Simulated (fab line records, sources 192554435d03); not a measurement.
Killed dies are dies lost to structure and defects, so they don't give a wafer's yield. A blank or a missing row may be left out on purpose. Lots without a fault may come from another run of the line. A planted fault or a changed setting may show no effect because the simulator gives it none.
Chamber matching | flow n5_finfet | N5_MOL_CONTACT_COAG_ETCH_89 on rie_diel-02: 4 sister chambers
The step etches underlayer in N2/H2, target depth 13 nm, time 10.4 s. 4 wafers are shown with their chamber, then 11 later ones without.

WAFERS WITH THEIR CHAMBER
wafer  | chamber | drypump_motor_current_A (A)
L084.4 | 1       | 5.5
L085.5 | 3       | 5.7
L085.6 | 2       | 5.2
L090.1 | 0       | 6.3

WAFERS WITHOUT THEIR CHAMBER
wafer  | drypump_motor_current_A (A)
L090.2 | 5.3
L090.4 | 6.3
L092.3 | 5.2
L092.4 | 6.3
L092.5 | 5.2
L093.1 | 5.2
L093.3 | 6.3
L093.5 | 5.7
L096.3 | 5.5
L096.5 | 5.5
L096.6 | 5.2

WHICH CHAMBER EACH WENT THROUGH
wafer  | from the rows above | in truth
L090.2 | 2                   | 2
L090.4 | 0                   | 0
L092.3 | 2                   | 2
L092.4 | 0                   | 0
L092.5 | 2                   | 2
L093.1 | 2                   | 2
L093.3 | 0                   | 0
L093.5 | 3                   | 3
L096.3 | 1                   | 1
L096.5 | 1                   | 1
L096.6 | 2                   | 2
Placed correctly: 11 of 11. Can't be placed from these rows: 0. Placed wrongly: 0.
How it was worked out, from the rows above alone: a wafer's distance from a chamber is the root of the sum, over the readings, of the square of ((its reading less the chamber's mean) divided by the reading's scatter). The wafer belongs to the nearest chamber; if the next one is less than 2 further off, it can't be placed. A chamber's mean is the mean of its shown wafers. The scatter: with one shown wafer a chamber, the root of the mean of the squares of how far each hidden wafer lies from its nearest shown one.
